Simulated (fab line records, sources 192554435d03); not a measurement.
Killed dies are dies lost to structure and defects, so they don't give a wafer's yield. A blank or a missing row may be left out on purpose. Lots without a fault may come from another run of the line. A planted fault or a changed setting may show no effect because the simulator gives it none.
Problem report in the 8D (eight disciplines) form, filled by code | flow n5_finfet | the parts of the form that need people (team, actions taken, sign-off) are left out

1. THE PROBLEM
run_length_s at N5_BEOL_M0_SAQP_PECVD_03 reads a mean of 57.4 s on 4 wafers of 3 lots; wafers without a fault read 51.4 s with a standard deviation of 0.38. That is +16 standard deviations from the usual mean.
The step: deposits SiCN from 3MS/NH3, target thk 12 nm, time 21.1 s.
First seen on wafer L181.5, day 8 20:17, on pecvd-04. The record holds 30 wafers of 10 lots with a number at this step. Rule for "out", or "out of limits": more than 4 standard deviations from the usual mean. The other wafers with a number count as sound.

2. WHAT IT IS AND WHAT IT IS NOT
question                    | is                             | is not
which readings at this step | run_length_s                   | showerhead_plenum_p_Torr
which lots                  | L181, L183, L186               | L168, L169, L171, L172, L174, L185, L191
which wafers of those lots  | L181.5, L183.1, L186.4, L186.5 | L181.4, L181.6, L183.3, L183.4, L186.6
read on which tools         | pecvd-04                       | pecvd-02, pecvd-03
when                        | from day 8 20:17               | up to then (17 sound wafers); but 9 sound wafers of L183, L185, L186, L191 came after

3. SUSPECTS, AND WHAT RULES EACH OUT
Counting: a tool at a process step up to the reading stays a suspect if it ran every lot that is out. Sound lots after the first of them don't rule it out here, since some wafers of a struck lot are sound.
- pecvd-04 at N5_BEOL_M0_SAQP_PECVD_03 (deposits SiCN from 3MS/NH3, target thk 12 nm, time 21.1 s): kept. It ran every lot that is out, first L181 (day 8 20:17); its last sound lot up to then is L172 (day 6 09:43). Its own readings are out on those wafers: run_length_s.
- Within pecvd-04 at N5_BEOL_M0_SAQP_PECVD_03: the wafers that are out ran in chamber 0; their sound lot-mates ran in chambers 1, 2.
Left after counting: pecvd-04 at N5_BEOL_M0_SAQP_PECVD_03.

4. THE CAUSE (what the simulator had put in)
Process parameter drift: pecvd-04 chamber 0, from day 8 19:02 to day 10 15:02, at N5_BEOL_M0_SAQP_PECVD_03. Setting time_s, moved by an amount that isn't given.
Counting left only this tool.

5. THE CHAIN OF EFFECTS, in route order
Each row: a reading whose mean over the struck wafers that have a number lies more than 3 standard deviations from the usual. Only readings for which the record gives a usual standard deviation are gone through. hours: the time from each lot's start at the first step in this table that gives one to its start at this step, as a median over the lots. sigmas: the change in usual standard deviations.
hours | step                     | reading      | usual  | on struck wafers | change | sigmas
0     | N5_BEOL_M0_SAQP_PECVD_03 | run_length_s | 51.4 s | 57.4             | +6.0   | +16
The process steps in it:
- N5_BEOL_M0_SAQP_PECVD_03: deposits SiCN from 3MS/NH3, target thk 12 nm, time 21.1 s.
Later measuring or inspecting steps at which every struck wafer that the step has a row for has a number for every such reading, and none has moved that far: N5_BEOL_M4_RC_MEAS_101.

6. WHAT WOULD HAVE CAUGHT IT SOONER
In this record the first reading out of limits was taken at day 8 20:17, 1 hour after the fault began at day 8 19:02.
